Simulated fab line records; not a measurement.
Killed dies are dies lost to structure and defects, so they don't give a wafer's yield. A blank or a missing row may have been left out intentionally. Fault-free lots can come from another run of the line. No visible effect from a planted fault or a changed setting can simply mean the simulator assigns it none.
Chamber matching + flow nand-harc + NHARC_A_CONTACT_ETCH_106 on rie-diel-02 has 4 sister chambers
The step etches the open film in CF4/O2, target depth 90 nm, overetch 9 nm, time 49.5 s. 36 wafers are shown with their chamber, then 12 later ones without.

## WAFERS, EACH WITH ITS CHAMBER
| wafer  | chamber | showerhead-plenum-p-Torr (Torr) | rf-vpp-V (V) | oes-product-au (a.u.) |
|--------|---------|---------------------------------|--------------|-----------------------|
| L074.1 | 0       | 1.25                            | 195.8        | 1.008                 |
| L074.2 | 3       | 1.30                            | 196.5        | 1.008                 |
| L074.5 | 3       | 1.29                            | 196.0        | 0.999                 |
| L075.1 | 0       | 1.26                            | 196.6        | 1.012                 |
| L075.3 | 3       | 1.29                            | 197.0        | 1.006                 |
| L075.6 | 1       | 1.40                            | 198.5        | 0.989                 |
| L076.2 | 2       | 1.33                            | 197.9        | 0.987                 |
| L076.4 | 1       | 1.40                            | 199.1        | 0.996                 |
| L076.5 | 3       | 1.29                            | 197.1        | 0.995                 |
| L077.2 | 2       | 1.33                            | 196.4        | 0.986                 |
| L077.4 | 1       | 1.40                            | 200.0        | 0.992                 |
| L077.6 | 1       | 1.40                            | 199.2        | 0.984                 |
| L077.1 | 3       | 1.29                            | 196.7        | 1.001                 |
| L077.3 | 0       | 1.25                            | 197.3        | 1.000                 |
| L077.5 | 2       | 1.33                            | 197.6        | 0.985                 |
| L078.1 | 3       | 1.29                            | 195.7        | 0.994                 |
| L078.2 | 2       | 1.33                            | 197.4        | 0.990                 |
| L078.5 | 2       | 1.33                            | 197.6        | 0.992                 |
| L079.1 | 2       | 1.33                            | 198.3        | 0.996                 |
| L079.2 | 1       | 1.40                            | 199.0        | 1.003                 |
| L079.5 | 2       | 1.33                            | 197.1        | 0.987                 |
| L082.2 | 0       | 1.25                            | 195.5        | 1.002                 |
| L082.4 | 1       | 1.40                            | 198.4        | 0.991                 |
| L082.6 | 0       | 1.25                            | 195.9        | 0.998                 |
| L085.1 | 0       | 1.25                            | 195.0        | 0.996                 |
| L085.2 | 3       | 1.29                            | 196.9        | 0.995                 |
| L085.6 | 3       | 1.29                            | 197.2        | 0.993                 |
| L083.1 | 2       | 1.33                            | 196.8        | 1.000                 |
| L083.2 | 3       | 1.29                            | 197.0        | 0.982                 |
| L083.3 | 0       | 1.25                            | 194.4        | 0.998                 |
| L088.2 | 0       | 1.25                            | 195.0        | 1.001                 |
| L088.3 | 1       | 1.40                            | 198.5        | 0.984                 |
| L088.5 | 1       | 1.40                            | 199.0        | 0.991                 |
| L091.1 | 0       | 1.25                            | 196.2        | 1.002                 |
| L091.5 | 2       | 1.32                            | 197.5        | 0.993                 |
| L091.6 | 1       | 1.40                            | 198.7        | 0.997                 |

SIGNATURES (means of the wafers above)
| reading                  | chamber 0 | chamber 1 | chamber 2 | chamber 3 | scatter within a chamber |
|--------------------------|-----------|-----------|-----------|-----------|--------------------------|
| showerhead-plenum-p-Torr | 1.2511    | 1.4000    | 1.3289    | 1.2911    | 0.00289                  |
| rf-vpp-V                 | 195.744   | 198.933   | 197.400   | 196.678   | 0.639                    |
| oes-product-au           | 1.00189   | 0.99189   | 0.99067   | 0.99700   | 0.00611                  |
Rule: for each reading, subtract the chamber's mean from the wafer's reading, divide by that reading's scatter and square the result; add these up over the readings and take the root, which gives the wafer's distance from the chamber. If the next closest chamber is less than 2 further off than the closest, the wafer can't be placed; otherwise it belongs to the closest. The scatter: take each reading less its chamber's mean, square it, sum over the shown wafers, divide by the number of wafers less the number of chambers, and take the root.

## WAFERS WHOSE CHAMBER IS MISSING
| wafer  | showerhead-plenum-p-Torr (Torr) | rf-vpp-V (V) | oes-product-au (a.u.) |
|--------|---------------------------------|--------------|-----------------------|
| L092.1 | 1.29                            | 195.9        | 0.999                 |
| L092.5 | 1.40                            | 199.4        | 1.002                 |
| L092.6 | 1.32                            | 197.3        | 0.981                 |
| L094.2 | 1.29                            | 196.6        | 0.991                 |
| L094.4 | 1.25                            | 195.0        | 0.990                 |
| L094.5 | 1.40                            | 199.7        | 0.981                 |
| L096.1 | 1.40                            | 197.7        | 0.982                 |
| L096.3 | 1.32                            | 197.1        | 0.993                 |
| L096.6 | 1.29                            | 197.0        | 0.995                 |
| L097.1 | 1.32                            | 197.4        | 0.985                 |
| L097.2 | 1.40                            | 199.3        | 0.992                 |
| L097.6 | 1.29                            | 196.2        | 0.980                 |

## EACH ONE'S CHAMBER
| wafer  | from the rows above | in truth |
|--------|---------------------|----------|
| L092.1 | 3                   | 3        |
| L092.5 | 1                   | 1        |
| L092.6 | 2                   | 2        |
| L094.2 | 3                   | 3        |
| L094.4 | 0                   | 0        |
| L094.5 | 1                   | 1        |
| L096.1 | 1                   | 1        |
| L096.3 | 2                   | 2        |
| L096.6 | 3                   | 3        |
| L097.1 | 2                   | 2        |
| L097.2 | 1                   | 1        |
| L097.6 | 3                   | 3        |
12 of 12 placed correctly. Left unplaced by these rows: 0. 0 placed wrongly.
